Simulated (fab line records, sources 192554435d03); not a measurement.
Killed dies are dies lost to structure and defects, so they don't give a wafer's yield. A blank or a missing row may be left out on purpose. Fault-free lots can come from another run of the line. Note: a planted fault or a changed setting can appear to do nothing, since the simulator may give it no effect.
Problem report, 8D (eight disciplines) form, completed by code | flow n5Finfet | the parts of the form that need people (team, actions taken, sign-off) are left out

## 1. WHAT IS WRONG
exposureDoseMJCm2 at N5_FIN_SAQP_EXPOSE_13 reads a mean of 60.93 on 6 wafers of 2 lots; wafers without a fault read 63.22 with a standard deviation of 0.07. That puts it -33 standard deviations away from the usual mean.
The step: exposes mask FIN CORE, target cd 35.6 nm.
First seen on wafer L823.1, day 3 15:27, on arfiScanner-03. The record has a number at this step for 18 wafers belonging to 6 lots. Rule for "out", or "out of limits": more than 4 standard deviations from the usual mean. Any other wafer with a number is counted as sound.

## 2. WHAT THIS IS AND IS NOT
question                    | is                     | is not
which readings at this step | exposureDoseMJCm2      | -
which lots                  | L823, L825             | L817, L828, L831, L833
which wafers of those lots  | all that have a number | -
read on which tools         | arfiScanner-03         | arfiScanner-01, arfiScanner-02
when                        | from day 3 15:27       | up to then (3 sound wafers); but 9 sound wafers of L828, L831, L833 came after

## 3. SUSPECTS, AND WHAT RULES EACH OUT
Counting: a tool at a process step up to the reading stays a suspect if it ran every lot that is out and no sound lot after the first of them.
- arfiScanner-03 at N5_FIN_SAQP_EXPOSE_13 (exposes mask FIN CORE, target cd 35.6 nm): kept. It processed each lot that is out, first L823 at day 3 15:27, and no sound lot thereafter; up to then, the last sound lot it processed was L817 at day 2 03:52. Its own readings are out on those wafers: exposureDoseMJCm2.
Remaining after the count: arfiScanner-03 at N5_FIN_SAQP_EXPOSE_13.

## 4. THE CAUSE (what the simulator had put in)
Process parameter drift: arfiScanner-03, from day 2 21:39 on, at N5_FIN_SAQP_EXPOSE_13. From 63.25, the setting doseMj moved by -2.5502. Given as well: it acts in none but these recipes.
The count eliminated every tool but this one.

## 5. SEQUENCE OF EFFECTS, ordered by route
Each row: a reading where the mean over the struck wafers with a number is more than 3 standard deviations away from the usual. Scope: only readings with a usual standard deviation given in the record; hours: median across lots of the time from each lot's start at the first step in this table that gives one to its start at this step; sigmas: change in usual standard deviations.
hours | step                  | reading           | usual | on struck wafers | change | sigmas
0     | N5_FIN_SAQP_EXPOSE_13 | exposureDoseMJCm2 | 63.22 | 60.93            | -2.29  | -33
Process steps it contains:
- N5_FIN_SAQP_EXPOSE_13: exposes mask FIN CORE, target cd 35.6 nm.
Later measuring or inspecting steps at which every struck wafer that the step has a row for has a number for every such reading, and none has moved that far: N5_BEOL_M4_RC_MEAS_101.

## 6. WHAT WOULD HAVE CAUGHT IT SOONER
In this record no reading fell out of limits until day 3 15:27, 18 hours after the fault had begun at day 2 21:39.
